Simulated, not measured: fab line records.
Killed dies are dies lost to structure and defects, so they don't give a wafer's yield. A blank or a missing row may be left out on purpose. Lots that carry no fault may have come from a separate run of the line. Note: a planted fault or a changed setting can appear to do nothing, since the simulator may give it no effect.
fab line records    flow n5-finfet
record: lots: 5  wafers: 15  last-day: 17
route steps=1938 shown HKMG_FIN@415 BEOL_M4@1111
lots with no fault: from the same line, run without faults
start-h: hours from the record's first day to the start of the lot's first wafer shown    wait-h: hours from the lot's prior step to this one    " repeats the value in the row above    L1.1+2: one row covering several wafers at once    - no value, or no start was given    * or withheld: withheld    < > ~ a bound
route shown NAME@n: names a module that has steps shown in the file, with the first one's number in the route    usual: average and standard deviation across the fault-free wafers    same: alike in all rows    chamber/n: place in a boat    sites: readings site by site    _std_site: standard deviation of those values    _edge_site: the outer-site mean with the inner-site mean subtracted    radius-mm: for every site, how far away it sits from the centre of the wafer    mask NAME#n: copy n    behind: tool/chamber where the wafer was last shaped    hold: cause of the lot's hold/its duration in hours/its outcome    device: whichever transistor did not switch (one of n, p or np)    end of line: the tests these same wafers got at the end of their route    a step given without rows: its recipe and nothing more    killed: count of dies lost to structure and defects at first sort (not the wafer's yield)    map: dies across one wafer; x = killed, . = not, _ = none there
set.NAME: the setting that was run; set.NAME@STEP: the one run at that earlier step    model.NAME: the simulator's own value behind a step, which no gauge read
certain route steps with their lots: each step a table, each wafer a row
services: the hour from which a tool's chamber was out of use, counted from the record's first day as start-h (under 0 if before that day), plus the number of hours and why
== steps ==
step: N5_HKMG_FIN_PRECLEAN_64
recipe: chemistry: dHF  time-s: 30  temp-c: 25  dilution: withheld
step: N5_HKMG_FIN_WET_ETCH_65
recipe: chemistry: TMAH  temp-c: 70  conc-wt-pct: 5  target: a-Si  stop-on: TiN  time-s: 49  target-depth-nm: 3
step: N5_HKMG_FIN_WET_ETCH_81
recipe: chemistry: SC1  target: TiN  stop-on: HfO2  mix: 1:1:5  temp-c: 60  time-s: 57  target-depth-nm: 6
step: N5_HKMG_FIN_WET_ETCH_82
recipe: chemistry: dHCl  mix: 1:10000  temp-c: 25  target: La2O3  stop-on: HfO2  target-depth-nm: 2  dry: ipa-marangoni  rinse-time-s: 30  rinse-temp-c: 23
step: N5_HKMG_FIN_ALD_36
recipe: material: TiN  target-thk-a: 10  temp-c: 400  ald-precursor-family: TiCl4  ald-co-reactant: NH3  pulse-time-s: 1  purge-time-s: 3  co-reactant-purge-time-s: 2  co-reactant-pulse-time-s: 2  ald-cycles: 47  pressure-torr: 3
usual: heater-power-outer-w: 596/61  heater-power-w: 949/85  precursor-pulse-height-rel: 0.998/0.022
lot.wafer  tool          chamber  start-h  wait-h  heater-power-outer-w  heater-power-w  precursor-pulse-height-rel
L614.2     ald-metal-03  0        142.38   0.0     577                   932             1.018
L614.3     "             2        "        "       589                   938             1.004
L614.6     "             2        "        "       612                   924             0.991
L615.1     ald-metal-03  2        149.88   0.0     609                   929             0.993
L615.4     "             0        "        "       575                   908             0.975
L615.5     "             3        "        "       614                   941             0.972
L623.2     ald-metal-01  3        195.19   0.0     574                   939             0.981
L623.3     "             0        "        "       709                   1117            1.007
L623.6     "             3        "        "       569                   968             1.006
L625.1     ald-metal-02  2        209.67   0.0     661                   944             0.990
L625.3     "             0        "        "       577                   878             0.974
L625.6     "             2        "        "       661                   969             0.958
L626.1     ald-metal-01  1        215.73   0.0     482                   834             1.027
L626.2     "             3        "        "       566                   941             0.980
L626.6     "             3        "        "       569                   960             0.983
step: N5_HKMG_FIN_THK_MEAS_70
recipe: thk-meas-gauge: xrf  reads: HfO2_of_HKMG_FIN_HK_ALD_01
usual: HK_THK: 1.585/0.02
lot.wafer  tool           chamber  start-h  wait-h  HK_THK[nm]
L614.2     film-metro-01  -        142.66   0.2     1.577
L614.3     "              -        "        "       1.575
L614.6     "              -        "        "       1.562
L615.1     film-metro-02  -        150.16   0.2     1.573
L615.4     "              -        "        "       1.537
L615.5     "              -        "        "       1.607
L623.2     film-metro-01  -        195.47   0.2     1.589
L623.3     "              -        "        "       1.593
L623.6     "              -        "        "       1.601
L625.1     film-metro-02  -        209.95   0.2     1.538
L625.3     "              -        "        "       1.566
L625.6     "              -        "        "       1.576
L626.1     film-metro-02  -        216.01   0.2     1.615
L626.2     "              -        "        "       1.567
L626.6     "              -        "        "       1.573
step: N5_HKMG_FIN_PWFM_ALD_03
recipe: material: TiN  target-thk-a: 20  temp-c: 400  ald-precursor-family: TiCl4  ald-co-reactant: NH3  pulse-time-s: 1  purge-time-s: 3  co-reactant-purge-time-s: 2  co-reactant-pulse-time-s: 2  ald-cycles: 91  pressure-torr: 3
usual: heater-power-outer-w: 592/65  heater-power-w: 950/89  precursor-pulse-height-rel: 1.000/0.021
lot.wafer  tool          chamber  start-h  wait-h  heater-power-outer-w  heater-power-w  precursor-pulse-height-rel
L614.2     ald-metal-02  2        142.70   0.0     647                   967             1.003
L614.3     "             0        "        "       571                   927             1.014
L614.6     "             1        "        "       536                   851             0.961
L615.1     ald-metal-03  1        150.20   0.0     637                   1088            1.054
L615.4     "             0        "        "       581                   906             0.989
L615.5     "             3        "        "       621                   977             1.020
L623.2     ald-metal-01  0        195.51   0.0     717                   1106            0.977
L623.3     "             3        "        "       565                   963             1.001
L623.6     "             0        "        "       702                   1123            1.038
L625.1     ald-metal-01  2        209.99   0.0     588                   990             1.008
L625.3     "             1        "        "       488                   842             0.989
L625.6     "             1        "        "       466                   813             0.977
L626.1     ald-metal-03  1        216.05   0.0     631                   1104            0.988
L626.2     "             2        "        "       604                   906             0.998
L626.6     "             3        "        "       615                   979             1.019
step: N5_HKMG_FIN_COAT_29
recipe: resist: SOC  temp-c: 250  time-s: 60  spin-rpm: 1500  resist-thk-nm: 300
step: N5_HKMG_FIN_COAT_30
recipe: resist: SiARC  temp-c: 220  time-s: 60  spin-rpm: 1500  resist-thk-nm: 35
step: N5_HKMG_FIN_COAT_06
recipe: resist: CAR-ArF  spin-rpm: 1500  resist-thk-nm: 90
step: N5_HKMG_FIN_EBR_08
recipe: solvent: PGMEA  ebr-width-mm: 1.5
step: N5_HKMG_FIN_SOFTBAKE_07
recipe: temp-c: 110  time-s: 60  resist: CAR-ArF
step: N5_HKMG_FIN_EXPOSE_09
recipe: mask-id: NWFM  na: 1.35  source-shape: conventional  sigma-outer: 0.8  polarization: unpolarized  dose-mj: 39.25
usual: stage-vel-mm-s: 500.01/0.26
same: sigma-outer: 0.8
lot.wafer  tool             chamber  start-h  wait-h  mask    stage-vel-mm-s  model.HKMG_FIN.overlay-x-nm
L614.2     arfi-scanner-02  0        143.29   -       NWFM#0  500.32          -0.2
L614.3     "                0        "        "       NWFM#0  500.38          -0.2
L614.6     "                0        "        "       NWFM#0  500.12          -0.2
L615.1     arfi-scanner-03  0        150.91   -       NWFM#0  500.05          0.2
L615.4     "                0        "        "       NWFM#0  500.11          0.2
L615.5     "                0        "        "       NWFM#0  499.93          0.2
L623.2     arfi-scanner-02  0        196.12   -       NWFM#0  499.86          19.4
L623.3     "                0        "        "       NWFM#0  500.05          19.4
L623.6     "                0        "        "       NWFM#0  500.09          19.4
L625.1     arfi-scanner-03  0        210.58   -       NWFM#0  500.08          -0.2
L625.3     "                0        "        "       NWFM#0  500.34          -0.2
L625.6     "                0        "        "       NWFM#0  500.53          -0.2
L626.1     arfi-scanner-01  0        216.76   -       NWFM#0  499.83          -0.6
L626.2     "                0        "        "       NWFM#0  499.89          -0.6
L626.6     "                0        "        "       NWFM#0  499.56          -0.6
step: N5_HKMG_FIN_PEB_10
recipe: peb-temp-c: withheld  peb-time-s: 60  resist: CAR-ArF
step: N5_HKMG_FIN_DEVELOP_11
recipe: develop-time-s: 30  developer: TMAH  resist: CAR-ArF  dev-temp-c: 23  rinse-liquid: diw  dry: air-spin
step: N5_HKMG_FIN_CD_MEAS_12
recipe: target-cd-nm: 92.8  landing-energy-ev: 500  detector: se-inlens
usual: cd-nm: 92.5/0.91
lot.wafer  tool       chamber  start-h  wait-h  cd-nm
L614.2     cd-sem-02  0        143.41   -       93.3
L614.3     "          0        "        "       93.2
L614.6     "          0        "        "       93.5
L615.1     cd-sem-03  0        151.03   -       92.3
L615.4     "          0        "        "       92.8
L615.5     "          0        "        "       90.8
L623.2     cd-sem-03  0        196.23   -       90.9
L623.3     "          0        "        "       91.9
L623.6     "          0        "        "       91.3
L625.1     cd-sem-02  0        210.70   -       92.0
L625.3     "          0        "        "       92.5
L625.6     "          0        "        "       92.3
L626.1     cd-sem-01  0        216.89   -       91.5
L626.2     "          0        "        "       92.6
L626.6     "          0        "        "       92.6
step: N5_HKMG_FIN_OVL_MEAS_13
recipe: points-per-wafer: 44
usual: NWFM_OVL: 0.1/0.96
lot.wafer  tool        chamber  start-h  wait-h  NWFM_OVL[nm]
L614.2     overlay-02  0        143.44   0.0     -0.3
L614.3     "           0        "        "       0.0
L614.6     "           0        "        "       0.8
L615.1     overlay-01  0        151.06   0.0     1.3
L615.4     "           0        "        "       1.6
L615.5     "           0        "        "       0.3
L623.2     overlay-02  0        196.26   0.0     19.9
L623.3     "           0        "        "       18.6
L623.6     "           0        "        "       18.6
L625.1     overlay-01  0        210.73   0.0     1.2
L625.3     "           0        "        "       0.5
L625.6     "           0        "        "       0.3
L626.1     overlay-01  0        216.92   0.0     -0.5
L626.2     "           0        "        "       -1.3
L626.6     "           0        "        "       0.3
step: N5_HKMG_FIN_INSPECT_14
recipe: mode: adi  inspect-instrument: macro
usual: raw-defect-count: 2.1/1.4
lot.wafer  tool               chamber  start-h  wait-h  raw-defect-count
L614.2     defect-inspect-01  -        143.47   0.0     1
L614.3     "                  -        "        "       2
L614.6     "                  -        "        "       2
L615.1     defect-inspect-01  -        151.09   0.0     3
L615.4     "                  -        "        "       0
L615.5     "                  -        "        "       2
L623.2     defect-inspect-02  -        196.29   0.0     3
L623.3     "                  -        "        "       2
L623.6     "                  -        "        "       3
L625.1     defect-inspect-01  -        210.76   0.0     3
L625.3     "                  -        "        "       2
L625.6     "                  -        "        "       2
L626.1     defect-inspect-02  -        216.94   0.0     3
L626.2     "                  -        "        "       3
L626.6     "                  -        "        "       1
step: N5_BEOL_M4_RC_MEAS_101
usual: DIBL_N: 37.3/2.3  DIBL_P: 37.4/2.9  IOFF_N: 0.18/0.045  IOFF_P: 0.25/0.054  ION_N: 679/15  ION_P: 468/9.7  SS_N: 71.8/0.62  SS_P: 73.6/0.76  VT_N: 248/4.1  VT_P: -248/3.6
lot.wafer  tool       chamber  start-h  wait-h  DIBL_N[mV/V]  DIBL_P[mV/V]  IOFF_N[nA/um]  IOFF_P[nA/um]  ION_N[uA/um]  ION_P[uA/um]  SS_N[mV/dec]  SS_P[mV/dec]  VT_N[mV]  VT_P[mV]
L614.2     prober-02  0        236.62   0.2     37.3          38.8          0.20           0.23           690           473           72.1          74.6          243       -251
L614.3     "          0        "        "       39.6          40.5          0.21           0.26           678           456           72.7          75.0          249       -251
L614.6     "          0        "        "       38.1          38.6          0.18           0.22           669           454           72.2          74.0          250       -252
L615.1     prober-02  0        242.43   0.0     41.0          42.5          0.25           0.39           697           482           72.4          74.5          244       -241
L615.4     "          0        "        "       37.1          37.5          0.15           0.25           669           467           72.1          73.0          250       -245
L615.5     "          0        "        "       39.6          40.8          0.23           0.32           686           480           72.4          73.8          245       -240
L623.2     prober-01  0        292.18   0.2     41.3          43.0          0.27           0.40           708           496           73.1          74.5          242       -240
L623.3     "          0        "        "       40.9          42.5          0.25           0.37           685           481           72.1          74.9          242       -241
L623.6     "          0        "        "       39.7          41.2          0.23           0.33           675           475           71.7          74.3          245       -243
L625.1     prober-01  0        300.52   0.0     35.7          35.9          0.15           0.20           665           462           71.9          72.8          253       -251
L625.3     "          0        "        "       38.5          39.3          0.19           0.26           687           470           72.2          74.0          247       -245
L625.6     "          0        "        "       37.6          38.3          0.18           0.24           690           468           72.0          74.0          247       -249
L626.1     prober-02  0        301.45   0.0     37.2          36.9          0.20           0.31           704           488           71.1          73.8          247       -243
L626.2     "          0        "        "       34.1          32.9          0.12           0.21           657           469           71.4          73.2          256       -249
L626.6     "          0        "        "       37.6          36.2          0.18           0.26           673           471           72.6          73.4          249       -246
== services ==
tool             chamber  start-h  hours  kind
arfi-scanner-02  -        122.14   1.0    pm
arfi-scanner-01  -        123.53   68.5   repair
arfi-scanner-03  -        127.10   5.3    repair
arfi-scanner-02  -        129.96   1.2    repair
arfi-scanner-02  -        132.80   1.3    pm
arfi-scanner-03  -        137.90   1.3    pm
arfi-scanner-03  -        151.07   4.9    pm
arfi-scanner-02  0        152.43   -      calibration
arfi-scanner-03  -        169.38   0.8    pm
arfi-scanner-02  -        175.61   1.5    pm
ald-metal-02     -        178.07   6.0    pm
arfi-scanner-03  -        183.49   3.9    pm
arfi-scanner-01  -        192.06   1.0    pm
arfi-scanner-03  -        193.25   1.0    pm
arfi-scanner-01  -        193.68   10.6   repair
arfi-scanner-01  -        204.32   1.0    pm
arfi-scanner-01  -        205.32   1.3    pm
== key ==
first-sign: step: N5_HKMG_FIN_OVL_MEAS_13  reading: NWFM_OVL  direction: up  sigmas: 20  usual: 0.1  struck: 19.0
effect none on later readings
model-effect: step: N5_HKMG_FIN_EXPOSE_09  value: HKMG_FIN.overlay-x-nm  without: -0.6  struck: 19.4
met-at N5_HKMG_FIN_EXPOSE_09
struck-wafers L623.2,L623.3,L623.6
onset-between 143.29 196.12
fault: kind: scanner-matching-overlay  tool: arfi-scanner-02  chamber: -  onset-h: 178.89  steps: N5_HKMG_FIN_EXPOSE_09  offset: 19.985
